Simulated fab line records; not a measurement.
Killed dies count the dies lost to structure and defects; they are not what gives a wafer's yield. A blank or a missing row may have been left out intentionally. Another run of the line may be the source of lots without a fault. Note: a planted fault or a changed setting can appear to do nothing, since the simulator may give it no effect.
fab line records	flow n5_finfet
[record] lots = 7	wafers = 21
route steps=1938 shown WELL_APT@21 SD_EPI_N@262 SD_EPI_P@312 HKMG_FIN@450 GATE_CUT@480 MOL_CONTACT_COAG@554
start_h: the number of hours between the record's first day and the start of the first shown wafer of the lot	wait_h: time in hours since the lot's previous step	" same as the row above	L1.1+2: a single row standing in for several wafers	- either no value or no given start	* or withheld: withheld	< > ~ a bound
route shown NAME@n: names a module that has steps shown in the file, with the first one's number in the route	usual: mean/standard deviation of fault-free wafers	same: alike in all rows	chamber/n: place in a boat	sites: readings site by site	_std_site: the standard deviation of these	_edge_site: mean of outer sites minus mean of inner sites	radius_mm: how far each site lies from the wafer's centre	mask NAME#n: copy n	behind: the most recent tool/chamber to have shaped the wafer	hold: cause of the lot's hold/its duration in hours/its outcome	device: transistor that didn't switch, given as n, p or np	end of line: the route-end tests of the same wafers	a step without rows: its recipe alone	killed: count of dies lost to structure and defects at first sort (not the wafer's yield)	map: a wafer's dies, marking killed ones x, the rest . and places with no die _
set.NAME: the run value of the setting; set.NAME@STEP: its run value at that earlier step	model.NAME: the simulator's own value behind a step, which no gauge read
one table per step and one row per wafer, for lots whose settings were changed on purpose
[[steps]]
[step N5_WELL_APT_COAT_02]
[recipe] spin_rpm = 1357	resist_thk_nm = 950
lot.wafer	tool	chamber	start_h	wait_h	set.spin_rpm	model.coat_of_WELL_APT_COAT_02.thk_nm
L075.2	litho_track-05	0	-	-	1357	948.1
L075.3	"	0	"	"	1357	947.4
L075.4	"	0	"	"	1239	992.1
L078.1	litho_track-05	0	-	-	1357	948.4
L078.2	"	0	"	"	1357	950.2
L078.5	"	0	"	"	1357	953.4
L080.2	litho_track-03	0	-	-	1306	965.9
L080.4	"	0	"	"	1357	947
L080.6	"	0	"	"	1306	964.9
L081.3	litho_track-05	0	-	-	1357	955.2
L081.5	"	0	"	"	1357	954.4
L081.6	"	0	"	"	1293	977.9
L087.3	litho_track-03	0	-	-	1357	949.5
L087.4	"	0	"	"	1443	922.5
L087.6	"	0	"	"	1443	923.7
L093.4	litho_track-03	0	-	-	1357	951.7
L093.5	"	0	"	"	1357	950.8
L093.6	"	0	"	"	1357	948.1
L096.2	litho_track-03	0	-	-	1313	968.3
L096.4	"	0	"	"	1357	952.4
L096.5	"	0	"	"	1357	951.3
[step N5_SD_EPI_N_COAT_32]
[recipe] resist = SOC	temp_c = 250	time_s = 60	spin_rpm = 1500	resist_thk_nm = 350
lot.wafer	tool	chamber	start_h	wait_h	set.spin_rpm	model.SOC_of_SD_EPI_N_COAT_32.thk_nm
L075.2	litho_track-05	0	61.18	0.0	1455	356.2
L075.3	"	0	"	"	1500	350.6
L075.4	"	0	"	"	1500	351.2
L078.1	litho_track-05	0	72.47	0.0	1500	350.2
L078.2	"	0	"	"	1500	348.4
L078.5	"	0	"	"	1500	350.8
L080.2	litho_track-01	0	85.90	0.0	1500	349.8
L080.4	"	0	"	"	1597	337.4
L080.6	"	0	"	"	1597	338.2
L081.3+5	litho_track-03	0	94.14	0.0	1417	361.2
L081.6	"	0	"	"	1500	350.4
L087.3	litho_track-03	0	131.82	0.0	1500	350
L087.4	"	0	"	"	1500	349.6
L087.6	"	0	"	"	1357	369.2
L093.4	litho_track-01	0	164.59	0.0	1500	350.4
L093.5	"	0	"	"	1500	349.6
L093.6	"	0	"	"	1500	350
L096.2	litho_track-03	0	182.46	0.0	1500	348.4
L096.4	"	0	"	"	1500	349.2
L096.5	"	0	"	"	1500	349.8
[step N5_SD_EPI_N_COAT_33]
[recipe] resist = SiARC	temp_c = 220	time_s = 60	spin_rpm = 1500	resist_thk_nm = 35
lot.wafer	tool	chamber	start_h	wait_h	set.spin_rpm	model.SiARC_of_SD_EPI_N_COAT_33.thk_nm
L075.2+4	litho_track-05	0	-	-	1445	35.6
L075.3	"	0	"	"	1500	35
L078.1+2+5	litho_track-05	0	-	-	1500	35
L080.2	litho_track-01	0	-	-	1448	35.8
L080.4+6	"	0	"	"	1500	35
L081.3+5	litho_track-03	0	-	-	1500	35
L081.6	"	0	"	"	1500	34.8
L087.3	litho_track-03	0	-	-	1662	33.4
L087.4	"	0	"	"	1500	35
L087.6	"	0	"	"	1500	35.2
L093.4	litho_track-01	0	-	-	1663	33.2
L093.5	"	0	"	"	1663	33.4
L093.6	"	0	"	"	1500	35
L096.2	litho_track-03	0	-	-	1500	35.2
L096.4+5	"	0	"	"	1397	36.4
[step N5_SD_EPI_N_COAT_03]
[recipe] resist = CAR-ArF-block	spin_rpm = 1500	resist_thk_nm = 150
[step N5_SD_EPI_N_EBR_05]
[recipe] solvent = PGMEA	ebr_width_mm = 1.5
[step N5_SD_EPI_N_DESCUM_14]
[recipe] chemistry = O2	time_s = 7.9	source_power_w = 50	bias_power_w = 20	pressure_mtorr = 20	rf_frequency_hz = 2.712e+07	temp_c = 40	resist = CAR-ArF-block	o2_flow_sccm = 225
[step N5_SD_EPI_N_ETCH_34]
[recipe] chemistry = CF4	target = SiARC	target_depth_a = 455	mask_material = CAR-ArF-block	time_s = 75.8	ion_energy_ev = 80	pressure_mtorr = 40	source_w = 545	bias_w = 36	Ar_flow_sccm = 100	cf4_flow_sccm = 100	ends = cleared
lot.wafer	tool	chamber	start_h	wait_h	set.spin_rpm@SD_EPI_N_COAT_33	model.etch.depth_nm	model.CAR-ArF-block_of_SD_EPI_N_COAT_03.thk_nm
L075.2	rie_diel-06	2	61.80	0.0	1445	35.54	109.6
L075.3	"	0	"	"	1500	34.99	110
L075.4	"	2	"	"	1445	35.56	110
L078.1	rie_diel-06	0	72.96	0.0	1500	35.02	110.8
L078.2	"	3	"	"	1500	34.97	111.4
L078.5	"	0	"	"	1500	35.01	111
L080.2	rie_diel-03	3	86.39	0.0	1448	35.73	110
L080.4	"	2	"	"	1500	35.1	110.8
L080.6	"	0	"	"	1500	35.04	110.8
L081.3	rie_diel-06	0	95.04	0.0	1500	34.94	110.6
L081.5	"	3	"	"	1500	34.94	111
L081.6	"	2	"	"	1500	34.83	110.8
L087.3	rie_diel-06	2	132.31	0.0	1662	33.36	112.4
L087.4	"	0	"	"	1500	35.1	110.4
L087.6	"	0	"	"	1500	35.12	110.4
L093.4	rie_diel-06	3	165.08	0.0	1663	33.23	113.4
L093.5	"	2	"	"	1663	33.35	113.6
L093.6	"	1	"	"	1500	34.92	111.6
L096.2	rie_diel-01	1	182.82	0.0	1500	35.1	111
L096.4	"	2	"	"	1397	36.5	110
L096.5	"	0	"	"	1397	36.43	109.6
[step N5_SD_EPI_P_ETCH_16]
[recipe] chemistry = CHF3/O2	target = SiO2	target_depth_a = 50	mask_material = SOC	pressure_mtorr = 30	source_w = 650	bias_w = 170	Ar_flow_sccm = 200	CHF3_flow_sccm = 50	O2_flow_sccm = 5	ion_energy_ev = 200
lot.wafer	tool	chamber	start_h	wait_h	set.target_depth_a	model.etch.depth_nm
L075.2	rie_diel-02	1	67.51	0.1	46.11	4.513
L075.3	"	0	"	"	46.11	4.508
L075.4	"	0	"	"	50	4.864
L078.1	rie_diel-02	2	79.34	0.1	50	4.98
L078.2	"	0	"	"	50	4.848
L078.5	"	3	"	"	50	4.963
L080.2	rie_diel-04	2	91.39	0.1	50	5.114
L080.4	"	0	"	"	50	5
L080.6	"	0	"	"	50	5.018
L081.3	rie_diel-02	0	100.83	0.1	45.62	4.412
L081.5	"	2	"	"	45.62	4.553
L081.6	"	3	"	"	50	4.996
L087.3	rie_diel-04	1	137.52	0.1	54.6	5.573
L087.4	"	3	"	"	54.6	5.45
L087.6	"	1	"	"	54.6	5.548
L093.4	rie_diel-05	3	171.72	0.1	50	4.976
L093.5	"	2	"	"	50	4.96
L093.6	"	1	"	"	50	4.767
L096.2	rie_diel-04	3	190.06	0.1	50	5.083
L096.4	"	2	"	"	50	5.074
L096.5	"	3	"	"	50	5.038
[step N5_SD_EPI_P_EPI_21]
[recipe] material = SiGe:B	dopant = B	temp_c = 550	pressure_torr = 20	ambient = H2	time_s = 355
lot.wafer	tool	chamber	start_h	wait_h	set.temp_c	model.SiGe-B_of_SD_EPI_P_EPI_21.thk_nm
L075.2	epi_rpcvd-04	0	68.85	0.6	550	60.8
L075.3	"	0	"	"	546.6	57.4
L075.4	"	0	"	"	546.6	56.8
L078.1	epi_rpcvd-04	0	80.07	0.1	550	60.8
L078.2	"	0	"	"	550	61.6
L078.5	"	0	81.51	1.5	550	60.6
L080.2+6	epi_rpcvd-04	0	92.60	0.6	550	60.8
L080.4	"	0	"	"	550	61
L081.3	epi_rpcvd-04	0	102.29	0.8	550	60.4
L081.5	"	0	"	"	546.9	56
L081.6	"	0	"	"	546.9	56.2
L087.3+4	epi_rpcvd-01	0	139.33	1.1	550	61.8
L087.6	"	0	140.77	2.4	550	62.4
L093.4	epi_rpcvd-04	0	174.71	2.0	552.1	65.8
L093.5	"	0	"	"	550	61.6
L093.6	"	0	"	"	550	62.4
L096.2	epi_rpcvd-02	0	191.40	0.6	551.1	62.4
L096.4	"	0	"	"	550	61.2
L096.5	"	0	"	"	550	61.4
[step N5_SD_EPI_P_HM_STRIP_48]
[recipe] chemistry = H3PO4	temp_c = 160	material = SiNx	target = SiNx	target_depth_a = 30	overetch_fraction = 0.3
[step N5_SD_EPI_P_SRD_49]
[recipe] dry = ipa_marangoni	time_s = 30	temp_c = 23	rinse_liquid = diw
[step N5_SD_EPI_P_PRECLEAN_24]
[recipe] chemistry = O3/DIW	time_s = 45	temp_c = 22	o3_ppm = 10
lot.wafer	tool	chamber	start_h	wait_h	set.temp_c@SD_EPI_P_EPI_21	model.SiGe-B_of_SD_EPI_P_EPI_21.thk_nm
L075.2	wet_bench-02	2	71.40	0.0	550	60.4
L075.3	"	5	"	"	546.6	57
L075.4	"	1	"	"	546.6	56.2
L078.1	wet_bench-01	5	82.39	0.0	550	60.4
L078.2	"	7	"	"	550	61
L078.5	"	6	"	"	550	60.2
L080.2+4+6	wet_bench-01	3,1,7	95.14	0.0	550	60.4
L081.3	wet_bench-01	2	103.87	0.0	550	60
L081.5	"	6	"	"	546.9	55.6
L081.6	"	4	"	"	546.9	55.8
L087.3+4	wet_bench-06	2,6	141.40	0.0	550	61.4
L087.6	"	7	"	"	550	62
L093.4	wet_bench-02	4	176.78	0.0	552.1	65.4
L093.5	"	7	"	"	550	61.2
L093.6	"	1	"	"	550	61.8
L096.2	wet_bench-06	7	193.94	0.0	551.1	61.8
L096.4	"	5	"	"	550	60.6
L096.5	"	1	"	"	550	60.8
[step N5_HKMG_FIN_COAT_66]
[recipe] resist = SOC	temp_c = 250	time_s = 60	spin_rpm = 1500	resist_thk_nm = 300
lot.wafer	tool	chamber	start_h	wait_h	set.spin_rpm	model.SOC_of_HKMG_FIN_COAT_66.thk_nm
L075.2	litho_track-04	0	90.80	0.2	1500	299.8
L075.3	"	0	"	"	1365	314
L075.4	"	0	"	"	1365	314.8
L078.1	litho_track-05	0	101.87	0.2	1500	300
L078.2	"	0	"	"	1500	300.2
L078.5	"	0	"	"	1500	299.6
L080.2	litho_track-01	0	114.81	0.2	1500	302
L080.4	"	0	"	"	1450	306.2
L080.6	"	0	"	"	1500	301
L081.3	litho_track-04	0	123.22	0.2	1500	301
L081.5	"	0	"	"	1583	292.2
L081.6	"	0	"	"	1500	299.6
L087.3	litho_track-05	0	161.86	0.2	1500	299.6
L087.4+6	"	0	"	"	1500	300.2
L093.4	litho_track-01	0	195.98	0.2	1621	289.6
L093.5	"	0	"	"	1500	299.8
L093.6	"	0	"	"	1500	301
L096.2	litho_track-01	0	213.30	0.2	1500	298.4
L096.4	"	0	"	"	1500	299
L096.5	"	0	"	"	1500	298
[step N5_GATE_CUT_COAT_27]
[recipe] resist = underlayer	temp_c = 205	time_s = 60	spin_rpm = 1500	resist_thk_nm = 10
lot.wafer	tool	chamber	start_h	wait_h	set.spin_rpm	model.underlayer_of_GATE_CUT_COAT_27.thk_nm
L075.2+3+4	litho_track-03	0	-	-	1500	10
L078.1+2+5	litho_track-02	0	-	-	1500	10
L080.2+4+6	litho_track-04	0	-	-	1500	10
L081.3+5	litho_track-04	0	-	-	1500	10
L081.6	"	0	"	"	1603	9.6
L087.3+4	litho_track-03	0	-	-	1371	10.4
L087.6	"	0	"	"	1500	10
L093.4+5+6	litho_track-03	0	-	-	1500	10
L096.2+4+5	litho_track-03	0	-	-	1500	10
[step N5_GATE_CUT_COAT_07]
[recipe] resist = CAR-EUV	spin_rpm = 1500	resist_thk_nm = 30
[step N5_GATE_CUT_EBR_09]
[recipe] solvent = PGMEA	ebr_width_mm = 1.5
[step N5_GATE_CUT_DESCUM_18]
[recipe] chemistry = O2	time_s = 7	source_power_w = 50	bias_power_w = 20	pressure_mtorr = 20	rf_frequency_hz = 2.712e+07	temp_c = 40	resist = CAR-EUV	o2_flow_sccm = 225
[step N5_GATE_CUT_ETCH_28]
[recipe] chemistry = N2/H2	target = underlayer	target_depth_a = 130	mask_material = CAR-EUV	time_s = 10.4	ion_energy_ev = 200	pressure_mtorr = 30	source_w = 840	bias_w = 150	n2_flow_sccm = 200	h2_flow_sccm = 200	ends = cleared
lot.wafer	tool	chamber	start_h	wait_h	set.spin_rpm@GATE_CUT_COAT_27	model.etch.depth_nm
L075.2+3+4	rie_diel-05	3,2,1	97.33	0.0	1500	10.03
L078.1	rie_diel-04	1	107.82	0.0	1500	10.03
L078.2+5	"	3	"	"	1500	10.04
L080.2	rie_diel-04	3	121.02	0.0	1500	9.977
L080.4	"	1	"	"	1500	9.979
L080.6	"	2	"	"	1500	9.963
L081.3	rie_diel-02	3	129.01	0.0	1500	9.983
L081.5	"	3	"	"	1500	9.984
L081.6	"	2	"	"	1603	9.629
L087.3	rie_diel-05	2	167.77	0.0	1371	10.44
L087.4	"	3	"	"	1371	10.47
L087.6	"	0	"	"	1500	9.968
L093.4	rie_diel-05	3	201.75	0.0	1500	10
L093.5	"	1	"	"	1500	9.987
L093.6	"	2	"	"	1500	10.03
L096.2	rie_diel-05	3	219.13	0.0	1500	10
L096.4	"	2	"	"	1500	10.02
L096.5	"	0	"	"	1500	9.999
[step N5_MOL_CONTACT_COAG_CMP_23]
[recipe] stop_on = SiO2	t_overpolish_s = 1.5	post_cmp_clean = cu_alkaline	down_force_psi = 2	platen_rpm = 50.289	pad_velocity_m_s = 1.0006	target_thk_nm = 0
lot.wafer	tool	chamber	start_h	wait_h	set.down_force_psi	model.SiNx_of_GATE_CUT_SAC_CAP_01.thk_nm
L075.3	cmp-04	3	105.54	0.1	2.442	17.8
L075.2+4	"	0,1	"	"	2	18.4
L078.2+5	cmp-04	2,1	118.24	0.1	2	18.4
L078.1	"	3	"	"	2	18.2
L080.2	cmp-01	0	130.84	0.1	2	18
L080.4	"	1	"	"	2.247	18
L080.6	"	3	"	"	2	18.2
L081.3	cmp-04	3	137.66	0.1	1.779	18.4
L081.6+5	"	2,3	"	"	2	18.2
L087.4	cmp-03	1	178.58	0.1	2	18
L087.3	"	2	"	"	2.223	17.8
L087.6	"	0	"	"	2	18.2
L093.4	cmp-03	1	214.81	0.1	2	18.4
L093.5+6	"	0,1	"	"	2.216	18
L096.4+2	cmp-03	0,1	228.70	0.0	1.745	18.6
L096.5	"	1	"	"	2	18.4
[step N5_MOL_CONTACT_COAG_WET_ETCH_26]
[recipe] target = Co	target_depth_nm = 13
[step N5_MOL_CONTACT_COAG_WET_ETCH_116]
[recipe] chemistry = SC1-inhibited	target_depth_nm = 4.6	dry = ipa_marangoni	rinse_time_s = 30	rinse_temp_c = 23
lot.wafer	tool	chamber	start_h	wait_h	set.down_force_psi@MOL_CONTACT_COAG_CMP_23	model.SiNx_of_GATE_CUT_SAC_CAP_01.thk_nm
L075.2	wet_bench-03	0	106.01	0.0	2	18.4
L075.3	"	6	"	"	2.442	17.6
L075.4	"	5	"	"	2	18.2
L078.1	wet_bench-03	5	118.67	0.0	2	18.2
L078.2+5	"	1,0	"	"	2	18.4
L080.2	wet_bench-04	3	131.30	0.0	2	18
L080.4	"	0	"	"	2.247	17.8
L080.6	"	2	"	"	2	18.2
L081.3	wet_bench-03	4	138.12	0.0	1.779	18.4
L081.5	"	3	"	"	2	18
L081.6	"	0	"	"	2	18.2
L087.3	wet_bench-03	1	179.01	0.0	2.223	17.8
L087.4	"	5	"	"	2	18
L087.6	"	0	"	"	2	18.2
L093.4	wet_bench-04	7	215.27	0.0	2	18.2
L093.5+6	"	1,0	"	"	2.216	18
L096.2	wet_bench-04	6	229.20	0.0	1.745	18.4
L096.4	"	3	"	"	1.745	18.6
L096.5	"	4	"	"	2	18.2
[step N5_MOL_CONTACT_COAG_ALD_27]
[recipe] material = SiOC	target_thk_a = 170	temp_c = 400	ald_precursor_family = carbosiloxane	ald_co_reactant = H2-plasma	pulse_time_s = 1.5	time_s = 2720	purge_time_s = 2	co_reactant_purge_time_s = 2	ald_cycles = 340	pressure_torr = 2
[step N5_MOL_CONTACT_COAG_CMP_28]
[recipe] stop_on = SiNx	t_overpolish_s = 0.85	post_cmp_clean = alkaline_brush	down_force_psi = 4.15	platen_rpm = 51.8	pad_velocity_m_s = 1.0307	target_thk_nm = 14.522
[step N5_MOL_CONTACT_COAG_THK_MEAS_29]
[recipe] reads = SiNx_of_GATE_CUT_PECVD_57+SiNx_of_GATE_CUT_SAC_CAP_01
[usual] MD_CAP_THK = 17.92/0.12
lot.wafer	tool	chamber	start_h	wait_h	set.down_force_psi@MOL_CONTACT_COAG_CMP_23	MD_CAP_THK[nm]
L075.2	film_metro-02	-	108.29	-	2	18.06
L075.3	"	-	"	"	2.442	17.43
L075.4	"	-	"	"	2	17.97
L078.1	film_metro-01	-	121.34	-	2	17.88
L078.2	"	-	"	"	2	18.07
L078.5	"	-	"	"	2	18.04
L080.2	film_metro-01	-	133.49	-	2	17.67
L080.4	"	-	"	"	2.247	17.56
L080.6	"	-	"	"	2	17.95
L081.3	film_metro-01	-	140.31	-	1.779	18.10
L081.5	"	-	"	"	2	17.85
L081.6	"	-	"	"	2	17.90
L087.3	film_metro-02	-	181.19	-	2.223	17.49
L087.4	"	-	"	"	2	17.68
L087.6	"	-	"	"	2	17.89
L093.4	film_metro-01	-	217.45	-	2	18.09
L093.5	"	-	"	"	2.216	17.72
L093.6	"	-	"	"	2.216	17.69
L096.2	film_metro-01	-	231.39	-	1.745	18.22
L096.4	"	-	"	"	1.745	18.34
L096.5	"	-	"	"	2	17.94
[[key]]
[split] step = N5_WELL_APT_COAT_02	setting = spin_rpm	stated = 1357	by = wafer
[response] step = N5_WELL_APT_COAT_02	reading = model.coat_of_WELL_APT_COAT_02.thk_nm	change = -4.82	per = 1%	r = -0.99
[split] step = N5_SD_EPI_N_COAT_32	setting = spin_rpm	stated = 1500	by = wafer
[response] step = N5_SD_EPI_N_COAT_32	reading = model.SOC_of_SD_EPI_N_COAT_32.thk_nm	change = -1.96	per = 1%	r = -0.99
[split] step = N5_SD_EPI_N_COAT_33	setting = spin_rpm	stated = 1500	by = wafer
[response] step = N5_SD_EPI_N_COAT_33	reading = model.SiARC_of_SD_EPI_N_COAT_33.thk_nm	change = -0.163	per = 1%	r = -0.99
[response] step = N5_SD_EPI_N_ETCH_34	reading = model.etch.depth_nm	change = -0.164	per = 1%	r = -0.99
[response] step = N5_SD_EPI_N_ETCH_34	reading = model.CAR-ArF-block_of_SD_EPI_N_COAT_03.thk_nm	change = +0.176	per = 1%	r = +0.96
[split] step = N5_SD_EPI_P_ETCH_16	setting = target_depth_a	stated = 50	by = wafer
[response] step = N5_SD_EPI_P_ETCH_16	reading = model.etch.depth_nm	change = +0.0528	per = 1%	r = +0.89
[split] step = N5_SD_EPI_P_EPI_21	setting = temp_c	stated = 550	by = wafer
[response] step = N5_SD_EPI_P_EPI_21	reading = model.SiGe-B_of_SD_EPI_P_EPI_21.thk_nm	change = +7.21	per = 1%	r = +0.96
[response] step = N5_SD_EPI_P_PRECLEAN_24	reading = model.SiGe-B_of_SD_EPI_P_EPI_21.thk_nm	change = +7.32	per = 1%	r = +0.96
[split] step = N5_HKMG_FIN_COAT_66	setting = spin_rpm	stated = 1500	by = wafer
[response] step = N5_HKMG_FIN_COAT_66	reading = model.SOC_of_HKMG_FIN_COAT_66.thk_nm	change = -1.49	per = 1%	r = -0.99
[split] step = N5_GATE_CUT_COAT_27	setting = spin_rpm	stated = 1500	by = wafer
[response] step = N5_GATE_CUT_COAT_27	reading = model.underlayer_of_GATE_CUT_COAT_27.thk_nm	change = -0.0511	per = 1%	r = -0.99
[response] step = N5_GATE_CUT_ETCH_28	reading = model.etch.depth_nm	change = -0.0544	per = 1%	r = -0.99
[split] step = N5_MOL_CONTACT_COAG_CMP_23	setting = down_force_psi	stated = 2	by = wafer
[response] step = N5_MOL_CONTACT_COAG_CMP_23	reading = model.SiNx_of_GATE_CUT_SAC_CAP_01.thk_nm	change = -0.0231	per = 1%	r = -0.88
[response] step = N5_MOL_CONTACT_COAG_WET_ETCH_116	reading = model.SiNx_of_GATE_CUT_SAC_CAP_01.thk_nm	change = -0.0273	per = 1%	r = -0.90
[response] step = N5_MOL_CONTACT_COAG_THK_MEAS_29	reading = MD_CAP_THK	change = -0.0261	per = 1%	r = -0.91
